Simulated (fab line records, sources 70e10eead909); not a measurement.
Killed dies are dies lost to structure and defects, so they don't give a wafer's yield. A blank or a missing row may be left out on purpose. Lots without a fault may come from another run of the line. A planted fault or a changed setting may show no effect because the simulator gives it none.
A struck lot beside a sound one | flow nand_harc | 39 steps out of a route of 1159
Sound: wafers L702.1, L702.4, L702.6. Struck: wafer L716.3. (L716.1, L716.6 of the same lot were not struck and are left out.) The cause comes at the end.
At each step with rows: each side's tool, then ch and its chambers, then its first start. Under that, the readings that differ: sound wafers | struck wafers | difference of the means | sigmas: that difference in standard deviations of wafers without a fault.
alike: readings whose means differ by less than 2 such deviations, and words and numbers that are the same on both sides. not compared: withheld readings, readings that some wafer has no value for, bounds like >300 that may hide the same value, and numbers for which the record gives no deviation and whose values overlap.
The two part at a step that has a row with sigmas, a row that says differs or no value, or rows on one side only. Numbers that don't overlap but have no deviation are shown without sigmas and don't part them. A reading that every wafer of one side lacks parts them only if that side has two wafers or more.

first, 4 steps without rows for these wafers: NHARC_A_STAIRCASE_EXPOSE_214 (exposes mask STAIR 3); NHARC_A_STAIRCASE_PEB_215 (peb time 130 s); NHARC_A_STAIRCASE_DEVELOP_216 (time 140 s); NHARC_A_STAIRCASE_HARDBAKE_218 (time 140 s).
NHARC_A_STAIRCASE_DESCUM_219: chemistry O2, time 3 s.
  sound on rie_diel-05 ch 0,2,3, day 11 12:11; struck on rie_diel-05 ch 0, day 15 02:26
  alike: drypump_motor_current_A, o2_flow_sccm, oes_product_au, rf_vpp_V, showerhead_plenum_p_Torr, throttle_valve_pct
  not compared: rf_hours_counter_h
NHARC_A_STAIRCASE_TRIM_220: chemistry O2, time 211.2 s.
  sound on rie_diel-05 ch 2,3, day 11 12:19; struck on rie_diel-05 ch 3, day 15 02:32
  alike: drypump_motor_current_A, o2_flow_sccm, oes_product_au, rf_vpp_V, showerhead_plenum_p_Torr, throttle_valve_pct
  not compared: rf_hours_counter_h
then, 2 steps without rows for these wafers: NHARC_A_STAIRCASE_ETCH_221 (etches the open film in C4F8/O2, target depth 100 nm, time 40.5 s); NHARC_A_STAIRCASE_TRIM_222 (chemistry O2, time 211.2 s).
NHARC_A_STAIRCASE_ETCH_223: etches the open film in C4F8/O2, target depth 100 nm, time 40.5 s.
  sound on rie_diel-05 ch 2,3; struck on rie_diel-05 ch 2
  alike: oes_product_au, rf_vpp_V
  not compared: rf_hours_counter_h
then, 2 steps without rows for these wafers: NHARC_A_STAIRCASE_TRIM_224 (chemistry O2, time 211.2 s); NHARC_A_STAIRCASE_ETCH_225 (etches the open film in C4F8/O2, target depth 100 nm, time 40.5 s).
NHARC_A_STAIRCASE_TRIM_226: chemistry O2, time 211.2 s.
  sound on rie_diel-05 ch 0,1,3, day 11 13:22; struck on rie_diel-05 ch 1, day 15 03:12
  alike: drypump_motor_current_A, o2_flow_sccm, oes_product_au, rf_vpp_V, showerhead_plenum_p_Torr, throttle_valve_pct
  not compared: rf_hours_counter_h
then, 5 steps without rows for these wafers: NHARC_A_STAIRCASE_ETCH_227 (etches the open film in C4F8/O2, target depth 100 nm, time 40.5 s); NHARC_A_STAIRCASE_TRIM_229 (chemistry O2, time 211.2 s); NHARC_A_STAIRCASE_ETCH_230 (etches the open film in C4F8/O2, target depth 100 nm, time 40.5 s); NHARC_A_STAIRCASE_TRIM_231 (chemistry O2, time 211.2 s); NHARC_A_STAIRCASE_ETCH_232 (etches the open film in C4F8/O2, target depth 100 nm, time 40.5 s).
NHARC_A_STAIRCASE_TRIM_233: chemistry O2, time 211.2 s.
  sound on rie_diel-05 ch 0,2,3; struck on rie_diel-10 ch 2
  reading             | sound             | struck | difference | sigmas
  o2_flow_sccm (sccm) | 496.9 498.5 499.2 | 501.2  | +3.0       | +2
  alike: drypump_motor_current_A, oes_product_au, rf_vpp_V, showerhead_plenum_p_Torr, throttle_valve_pct
  not compared: rf_hours_counter_h
then, 1 step without rows for these wafers: NHARC_A_STAIRCASE_ETCH_234 (etches the open film in C4F8/O2, target depth 100 nm, time 40.5 s).
NHARC_A_STAIRCASE_TRIM_235: chemistry O2, time 211.2 s.
  sound on rie_diel-05 ch 0,1; struck on rie_diel-10 ch 1
  reading                         | sound          | struck | difference | sigmas
  showerhead_plenum_p_Torr (Torr) | 3.28 3.51 3.28 | 3.78   | +0.42      | +2
  alike: drypump_motor_current_A, o2_flow_sccm, oes_product_au, rf_vpp_V, throttle_valve_pct
  not compared: rf_hours_counter_h
then, 18 steps without rows for these wafers: NHARC_A_STAIRCASE_ETCH_236 (etches the open film in C4F8/O2, target depth 100 nm, time 40.5 s); NHARC_A_STAIRCASE_STRIP_238 (strips in O2); NHARC_A_STAIRCASE_STRIP_239 (strips in SPM, time 900 s); NHARC_A_STAIRCASE_PRECLEAN_240 (cleans in SC1); NHARC_A_STAIRCASE_SRD_241; NHARC_A_STAIRCASE_DEHYDRATE_242 (time 120 s); NHARC_A_STAIRCASE_HMDS_243 (time 30 s); NHARC_A_STAIRCASE_COAT_244; NHARC_A_STAIRCASE_SOFTBAKE_245 (time 170 s); NHARC_A_STAIRCASE_EBR_246; NHARC_A_STAIRCASE_EXPOSE_247 (exposes mask SDS 1); NHARC_A_STAIRCASE_PEB_248 (peb time 130 s); NHARC_A_STAIRCASE_DEVELOP_249 (time 140 s); NHARC_A_STAIRCASE_HARDBAKE_251 (time 140 s); NHARC_A_STAIRCASE_DESCUM_252 (chemistry O2, time 3 s); NHARC_A_STAIRCASE_ETCH_253 (etches the open film in C4F8/O2, target depth 50 nm, time 20.2 s); NHARC_A_STAIRCASE_STRIP_254 (strips in O2); NHARC_A_STAIRCASE_STRIP_255 (strips in SPM, time 900 s).
-- the record jumps here: 9 days lie between the struck wafers' starts before and after (it left off in module A_STAIRCASE and takes up again in module END, whose first step shown is number 1159 of the route) --
NHARC_END_SORT_01:
  the record has rows for the struck wafers here (prober-02 ch 0, day 23 18:53) and none for the sound ones

WHERE THEY PART
First at NHARC_A_STAIRCASE_TRIM_233; last, within this record, at NHARC_END_SORT_01.

WHY: what the simulator had put in
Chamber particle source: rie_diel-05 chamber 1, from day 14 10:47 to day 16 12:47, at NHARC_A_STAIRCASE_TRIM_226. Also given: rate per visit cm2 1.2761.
